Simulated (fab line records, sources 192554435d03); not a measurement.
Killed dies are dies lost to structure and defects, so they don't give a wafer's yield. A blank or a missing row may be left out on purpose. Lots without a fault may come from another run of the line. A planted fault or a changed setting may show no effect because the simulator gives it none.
Split-lot experiment | flow n5_finfet | 7 lots, 21 wafers read, on a route of 1938 steps

THE SPLIT
At N5_BEOL_M13_ETCH_67 (etches SiARC in CF4, target depth 143 nm, time 238.3 s), the setting bias_w was moved away from the recipe's 36 W on 6 of the 21 wafers read, by -15.8% to +6.8%. The other wafers ran this setting at the recipe's value.

The reading is taken at the split's own step.

THE READING
rf_vpp_V, in V, at N5_BEOL_M13_ETCH_67 (etches SiARC in CF4, target depth 143 nm, time 238.3 s). Fault-free wafers of this fab line usually give 183.9 V, standard deviation 1.2 V.

wafer  | tool, chamber at the split | bias_w as run, W | against the recipe | rf_vpp_V, V | against lot-mates on the recipe
L074.1 | rie_diel-02, 0             | 36               | recipe             | 183.5       | -
L074.2 | rie_diel-02, 3             | 36               | recipe             | 186.1       | -
L074.6 | rie_diel-02, 3             | 36               | recipe             | 185.2       | -
L075.1 | rie_diel-05, 0             | 36               | recipe             | 183.5       | -
L075.2 | rie_diel-05, 3             | 36               | recipe             | 183.2       | -
L075.3 | rie_diel-05, 1             | 36               | recipe             | 183.3       | -
L084.2 | rie_diel-05, 3             | 38.46            | +6.8%              | 191.5       | no lot-mate on the recipe
L084.3 | rie_diel-05, 2             | 38.46            | +6.8%              | 189.5       | no lot-mate on the recipe
L084.6 | rie_diel-05, 3             | 38.46            | +6.8%              | 191.7       | no lot-mate on the recipe
L082.2 | rie_diel-04, 3             | 36               | recipe             | 184.3       | -
L082.3 | rie_diel-04, 2             | 36               | recipe             | 184.9       | -
L082.5 | rie_diel-04, 3             | 36               | recipe             | 185.6       | -
L087.1 | rie_diel-05, 1             | 36               | recipe             | 183.3       | -
L087.2 | rie_diel-05, 3             | 36               | recipe             | 184.1       | -
L087.5 | rie_diel-05, 1             | 33               | -8.3%              | 172.3       | -11.4
L085.1 | rie_diel-02, 2             | 36               | recipe             | 183.8       | -
L085.4 | rie_diel-02, 0             | 37.78            | +4.9%              | 189.5       | +5.8
L085.6 | rie_diel-02, 2             | 36               | recipe             | 183.6       | -
L097.1 | rie_diel-04, 1             | 30.31            | -15.8%             | 163.7       | -21.7
L097.2 | rie_diel-04, 3             | 36               | recipe             | 186.0       | -
L097.5 | rie_diel-04, 2             | 36               | recipe             | 184.8       | -

THE FIT
A straight line over all 21 wafers: rf_vpp_V changes by +1.21 V for each +1% of bias_w; r = +0.98; the points scatter about the line by 1.2 V.
The same after taking each lot's own level away (the mean of its wafers on the recipe; 18 wafers): +1.35 V for each +1%; r = +0.99; scatter 0.62 V.
On that fit, the largest move of bias_w shifts the reading by 21 V.
The lots' own levels span 183.33 to 185.40 V, that is 1.7 times the standard deviation above.
So the lot-to-lot level changes the slope: the two fits differ.
Check: with one of the wafers moved furthest among these (-15.8%) left out of the fit, the line predicts -20.8 V for it against its lot-mates. It came out at -21.7 V against them.
Tool readings at the split's step, against how far the setting was moved: rf_vpp_V r = +0.98.

OTHER SPLITS ON THESE WAFERS
These wafers also went through other splits before the reading. Each is held against what the fit with the lots' levels taken away leaves over:
other split on the same wafers | wafers away from the commonest value | r with rf_vpp_V (lot level and that fit taken away)
N5_BEOL_M11_COAT_05 spin_rpm   | 3                                    | -0.21
N5_BEOL_M12_PEB_08 peb_temp_c  | 10                                   | -0.09

THE FILE'S OWN FIT
rf_vpp_V changes by +1.36 V for each +1% of bias_w, r = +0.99.
